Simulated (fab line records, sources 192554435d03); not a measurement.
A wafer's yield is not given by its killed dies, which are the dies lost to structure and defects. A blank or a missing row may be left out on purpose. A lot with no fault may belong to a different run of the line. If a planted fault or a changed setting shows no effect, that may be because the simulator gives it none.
Chamber matching    flow n5_finfet    N5_HKMG_FIN_CMP_23 on cmp-04 has 4 sister chambers
The step polishes, stops on SiNx, t overpolish 10 s, target thk 46.326 nm. 18 wafers are shown with their chamber, then 9 later ones without.

WAFERS WITH THEIR CHAMBER
wafer   chamber  motor_current_A (A)  time_to_endpoint_s (s)  overpolish_run_s (s)
L074.2  0        11.5                 10.5                    10.008
L074.3  2        11.8                 13.6                    10.006
L074.5  1        12.3                 7.6                     9.987
L075.2  0        10.8                 13.6                    9.994
L075.3  3        10.0                 12.1                    10.025
L075.4  2        11.6                 12.7                    9.992
L076.1  2        11.9                 8.7                     10.004
L076.2  1        11.8                 6.7                     9.993
L076.5  3        9.6                  8.7                     9.993
L077.1  1        12.4                 6.8                     9.997
L077.2  3        9.6                  10.9                    10.002
L077.3  0        11.2                 8.1                     10.011
L081.1  0        11.2                 12.9                    9.987
L081.3  2        11.5                 12.7                    10.006
L081.6  2        11.5                 13.7                    9.993
L086.3  0        11.0                 9.0                     10.017
L086.5  0        10.7                 10.3                    9.999
L086.6  3        9.1                  7.4                     9.990

SIGNATURES (averages over the wafers above)
reading             chamber 0  chamber 1  chamber 2  chamber 3  scatter within a chamber
motor_current_A     11.067     12.167     11.660     9.575      0.29
time_to_endpoint_s  10.733     7.033      12.280     9.775      1.96
overpolish_run_s    10.00267   9.99233    10.00020   10.00250   0.0108
Rule: a wafer's distance from a chamber is the root of the sum, over the readings, of the square of ((its reading less the chamber's mean) divided by the reading's scatter). If the next closest chamber is less than 2 further off than the closest, the wafer can't be placed; otherwise it belongs to the closest. The scatter: the root of (the sum of the squares of (reading less its chamber's mean) over the shown wafers, divided by (wafers less chambers)).

WAFERS MISSING THEIR CHAMBER
wafer   motor_current_A (A)  time_to_endpoint_s (s)  overpolish_run_s (s)
L090.3  11.0                 11.9                    10.009
L090.4  11.6                 13.1                    9.982
L090.5  10.1                 12.8                    9.995
L093.1  11.7                 12.0                    10.000
L093.2  11.1                 12.5                    10.007
L093.5  11.1                 7.2                     10.000
L097.1  11.0                 13.2                    9.998
L097.4  11.1                 11.2                    9.995
L097.6  9.6                  9.7                     10.007

EACH ONE'S CHAMBER
wafer   from the rows above           in truth
L090.3  can't be placed: 0 or 2       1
L090.4  can't be placed: 2 or 0       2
L090.5  can't be placed: 3 or 0       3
L093.1  2                             2
L093.2  can't be placed: 0 or 2       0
L093.5  can't be placed: 0 or 2 or 1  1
L097.1  can't be placed: 0 or 2       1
L097.4  can't be placed: 0 or 2       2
L097.6  3                             3
Correctly placed: 2 of 9. From these rows, 7 cannot be placed; in 5 the true chamber is one of the candidates. Number placed wrongly: 0.
